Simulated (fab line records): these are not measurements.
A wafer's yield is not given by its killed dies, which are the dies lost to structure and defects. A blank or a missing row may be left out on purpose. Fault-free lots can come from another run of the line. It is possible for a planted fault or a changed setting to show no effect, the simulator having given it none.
Chamber matching ; flow nand-harc ; 3 sister chambers for NHARC_P_M0_DEP_32 on pecvd-03
The step deposits SiCN, target thk 30 nm. 18 wafers are shown with their chamber, then 9 later ones without.

## WAFERS PAIRED WITH THEIR CHAMBERS
wafer;chamber;heater-power-w (W)
L078.1;0;627
L078.3;1;585
L078.6;2;532
L077.1;0;640
L077.2;2;486
L077.4;2;473
L080.1;1;619
L080.4;0;656
L080.5;1;605
L083.1;2;485
L083.2;1;623
L083.5;0;566
L084.3;2;471
L084.4;2;475
L084.5;1;648
L088.2;2;536
L088.3;1;564
L088.4;1;566

SIGNATURES (averages over the wafers above)
reading;chamber 0;chamber 1;chamber 2;scatter within a chamber
heater-power-w;622.25;601.43;494.00;31.8
Rule: distance of a wafer from a chamber = root of the sum over the readings of ((wafer's reading minus chamber's mean) / reading's scatter) squared. If the next closest chamber is less than 2 further off than the closest, the wafer can't be placed; otherwise it belongs to the closest. The scatter: take each reading less its chamber's mean, square it, sum over the shown wafers, divide by the number of wafers less the number of chambers, and take the root.

## WAFERS WHOSE CHAMBER IS MISSING
wafer;heater-power-w (W)
L085.3;647
L085.4;637
L085.5;525
L090.2;651
L090.4;658
L090.6;525
L094.2;502
L094.4;598
L094.6;611

## EACH ONE'S CHAMBER
wafer;from the rows above;in truth
L085.3;can't be placed: 0 or 1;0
L085.4;can't be placed: 0 or 1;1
L085.5;can't be placed: 2 or 1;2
L090.2;can't be placed: 0 or 1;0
L090.4;can't be placed: 0 or 1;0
L090.6;can't be placed: 2 or 1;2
L094.2;2;2
L094.4;can't be placed: 1 or 0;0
L094.6;can't be placed: 1 or 0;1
Placed correctly: 1 of 9. Can't be placed from these rows: 8 (the true chamber is among the candidates in 8). Placed wrongly: 0.
